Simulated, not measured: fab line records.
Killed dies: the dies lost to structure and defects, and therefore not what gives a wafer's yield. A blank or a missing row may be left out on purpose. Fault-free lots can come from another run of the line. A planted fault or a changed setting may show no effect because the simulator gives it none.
Comparing a struck lot with a sound one | flow n5-finfet | 16 out of 1938 route steps
Sound: wafers L143.1, L143.2, L143.3. Struck: wafer L155.5 (left out: L155.2, L155.6 of the same lot, which were not struck); the cause appears at the end.
Per side, at each step with rows, come the tool, then ch with its chambers, and then its first start. Under that, the readings that differ: sound wafers | struck wafers | difference of the means | sigmas: that difference in standard deviations of wafers without a fault.
alike: same words and numbers on both sides, and readings whose means sit less than 2 such deviations apart. not compared: any withheld reading, any reading some wafer has no value for, any bound like >300 that may hide the same value, and any number with overlapping values for which the record gives no deviation.
A row with sigmas, a row that says differs or no value, or rows on one side alone: a step with any of these is where the two part. When numbers do not overlap yet have no deviation, they are printed without sigmas and do not part them. Lack of a reading on every wafer of one side parts them only where that side has two or more wafers.

first, 6 steps without rows for these wafers: N5_BEOL_M2_COAT_22 (resist thk 30 nm); N5_BEOL_M2_EBR_24; N5_BEOL_M2_SOFTBAKE_23 (time 60 s); N5_BEOL_M2_EXPOSE_25 (exposes mask V1, defocus 5 nm); N5_BEOL_M2_PEB_26 (peb time 60 s); N5_BEOL_M2_DEVELOP_27 (develop time 30 s).
N5_BEOL_M2_CD_MEAS_28: target cd 26.2 nm, target cd y 24.1 nm.
  sound on cd-sem-03 ch 0, day 6 14:58; struck on cd-sem-02 ch 0, day 9 14:06
  alike: cd-nm
N5_BEOL_M2_OVL_MEAS_29:
  sound on overlay-02 ch 0, day 6 15:01; struck on overlay-02 ch 0, day 9 14:08
  alike: V1_OVL
N5_BEOL_M2_INSPECT_30: inspects for defects (brightfield).
  sound: defect-inspect-02 at day 6 15:05; struck: defect-inspect-02 at day 9 14:11
  alike: raw-defect-count
N5_BEOL_M2_DESCUM_33: chemistry O2, time 7 s.
  sound on rie-diel-06 ch 0,1,3, day 6 15:08; struck on rie-diel-06 ch 0, day 9 14:13
  alike: chamber-pressure-mTorr, drypump-motor-current-A, oes-product-au, rf-vpp-V, showerhead-plenum-p-Torr, throttle-valve-pct
  not compared: rf-hours-counter-h
N5_BEOL_M2_ETCH_77: etches underlayer in N2/H2, target depth 6.5 nm, time 5.2 s.
  sound on rie-diel-06 ch 0,1,3, day 6 15:10; struck on rie-diel-06 ch 0, day 9 14:16
  alike: chamber-pressure-mTorr, drypump-motor-current-A, etch-rf-on-time-s, oes-product-au, rf-vpp-V, showerhead-plenum-p-Torr, throttle-valve-pct
  not compared: rf-hours-counter-h
N5_BEOL_M2_ETCH_69: etches SiARC in CF4, target depth 15.6 nm, time 26 s.
  sound on rie-diel-06 ch 0,1,3, day 6 15:11; struck on rie-diel-06 ch 0, day 9 14:16
  alike: chamber-pressure-mTorr, drypump-motor-current-A, etch-rf-on-time-s, oes-product-au, rf-vpp-V, showerhead-plenum-p-Torr, throttle-valve-pct
  not compared: rf-hours-counter-h
N5_BEOL_M2_ALD_98: deposits SiO2, target thk 2.5 nm, pulse time 1 s, co reactant pulse time 1 s.
  sound on ald-sin-03 ch 0,1,2, day 6 15:30; struck on ald-sin-03 ch 1, day 9 14:28
  reading              | sound               | struck | difference | sigmas
  susceptor-temp-C (C) | 100.27 99.80 100.34 | 98.90  | -1.24      | -10
  alike: heater-power-w, precursor-pulse-height-rel
N5_BEOL_M2_ETCHBACK_99: etches SiO2 in CHF3, target depth 5 nm, time 10.4 s.
  sound on rie-diel-01 ch 0,1,3, day 6 16:37; struck on rie-diel-06 ch 1, day 9 20:11
  reading                     | sound       | struck | difference | sigmas
  drypump-motor-current-A (A) | 5.7 6.1 5.3 | 6.7    | +1.0       | +2
  alike: chamber-pressure-mTorr, oes-product-au, rf-vpp-V, showerhead-plenum-p-Torr, throttle-valve-pct
  not compared: rf-hours-counter-h
N5_BEOL_M4_RC_MEAS_101:
  sound on prober-01 ch 0, day 7 14:26; struck on prober-01 ch 0, day 11 05:38
  reading        | sound          | struck | difference | sigmas
  DIBL_N (mV/V)  | 37.8 36.6 36.5 | 32.2   | -4.8       | -3
  DIBL_P (mV/V)  | 38.6 37.6 37.0 | 31.4   | -6.3       | -3
  IOFF_P (nA/um) | 0.23 0.21 0.21 | 0.13   | -0.09      | -2
  SS_N (mV/dec)  | 71.5 71.9 71.6 | 69.2   | -2.5       | -4
  SS_P (mV/dec)  | 74.0 72.8 72.8 | 71.7   | -1.5       | -2
  alike: IOFF_N, ION_N, ION_P, VT_N, VT_P
-- here the record skips 4 days between the struck wafers' starts before and after, leaving off in module BEOL_M4 and picking up in module PASSIVATION (first step shown: number 1936 of the route) --
N5_PASSIVATION_PROBE_49:
  sound: prober-02 at day 11 08:49; struck: prober-01 at day 15 11:01
  alike: defect-limited-yield, killed_at_M0_to_M3, killed_at_M4_up, killed-at-contacts, killed-at-front-end, killed-at-other, killed-dies, killed-open, killed-short, sort_bin_5_function, sort_bin_6_memory, sort-n-pass, sort-yield-pct

== WHERE THEY PART ==
Last at N5_BEOL_M4_RC_MEAS_101 as far as this record goes, first at N5_BEOL_M2_ALD_98. Later steps at which nothing parts them and some readings are alike: N5_PASSIVATION_PROBE_49.

WHY: whatever the simulator had introduced
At N5_BEOL_M2_ALD_98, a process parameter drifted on ald-sin-03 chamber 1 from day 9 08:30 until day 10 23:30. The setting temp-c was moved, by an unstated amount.
